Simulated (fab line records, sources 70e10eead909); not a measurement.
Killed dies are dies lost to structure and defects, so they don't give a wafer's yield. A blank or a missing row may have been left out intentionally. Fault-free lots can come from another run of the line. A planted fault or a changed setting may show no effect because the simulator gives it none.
Code-filled problem report in 8D (eight disciplines) form    flow nand_harc    the parts of the form that need people (team, actions taken, sign-off) are left out

## 1. WHAT WENT WRONG
cd_nm at NHARC_P_GATE_CD_MEAS_46 reads a mean of 740.5 nm on 6 wafers of 2 lots; wafers without a fault read 719.9 nm with a standard deviation of 1.8. Measured from the usual mean, that is +11 standard deviations.
The step: target cd 720 nm.
First seen on wafer L781.1, day 13 07:35, on cd_sem-01. The record holds 36 wafers of 12 lots with a number at this step. By rule, "out" or "out of limits" means more than 4 standard deviations away from the usual mean. The other wafers with a number count as sound.

## 2. WHAT IT IS, WHAT IT ISN'T
question                     is                      is not
which readings at this step  cd_nm                   -
which lots                   L781, L782              L763, L765, L766, L767, L768, L769, L771, L774, L780, L784
which wafers of those lots   all that have a number  -
read on which gauges         cd_sem-01, cd_sem-02    cd_sem-03
when                         from day 13 07:35       up to then (27 sound wafers); but 3 sound wafers of L784 came after

## 3. WHAT RULES OUT EACH SUSPECT
Counting: any tool at a process step up to the reading is kept as a suspect provided that every lot that is out went through it and no sound lot did after the first of them.
- the gauge at NHARC_P_GATE_CD_MEAS_46 has been ruled out. 2 gauges (cd_sem-01, cd_sem-02) read the wafers that are out.
- krf_scanner-01 at NHARC_P_GATE_EXPOSE_43 (exposes mask P NSD, target cd 720 nm): kept. Every lot that is out went through it, starting with L781 (day 13 07:26), and after that it ran no sound lot; the last sound lot it ran before then is L774 (day 10 10:47). Out on those wafers are its own readings of exposure_dose_mJ_cm2.
After counting, what remains is krf_scanner-01 at NHARC_P_GATE_EXPOSE_43.

## 4. THE CAUSE (what the simulator had put in)
Process parameters drifting: krf_scanner-01 at NHARC_P_GATE_EXPOSE_43, beginning at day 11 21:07. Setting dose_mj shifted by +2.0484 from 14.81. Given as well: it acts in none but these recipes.
After counting, this tool was the only one left.

## 5. THE EFFECT CHAIN, in route order
One row per reading whose mean, taken over the struck wafers that have a number, lies over 3 standard deviations from the usual. Readings are gone through only where the record gives a usual standard deviation; hours: the median, over the lots, of the time from a lot's start at the first step in this table giving one to that lot's start at this step; sigmas: the change measured in usual standard deviations.
hours  step                     reading               usual     on struck wafers  change  sigmas
0      NHARC_P_GATE_EXPOSE_43   exposure_dose_mJ_cm2  14.812    16.873            +2.062  +99 or more
0      NHARC_P_GATE_CD_MEAS_46  cd_nm                 719.9 nm  740.5             +20.6   +11
Process steps it contains:
- NHARC_P_GATE_EXPOSE_43: exposes mask P NSD, target cd 720 nm.
Later steps that measure or inspect, where all struck wafers having a row at the step show a number for every such reading and not one has moved that far: NHARC_P_GATE_CD_MEAS_91.

## 6. WHAT WOULD HAVE CAUGHT IT SOONER
34 hours passed between the start of the fault at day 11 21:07 and the first reading out of limits at a measuring or inspecting step in this record, taken at day 13 07:35.
At NHARC_P_GATE_EXPOSE_43, the tool's own readings (exposure_dose_mJ_cm2) were out on each struck wafer the step has a row for, so an alarm limit on them would have fired on the first such wafer.
Lots out: 2; of these, L782 started NHARC_P_GATE_EXPOSE_43 on krf_scanner-01 after day 13 07:35. A tool hold placed at that time would have kept it from harm.
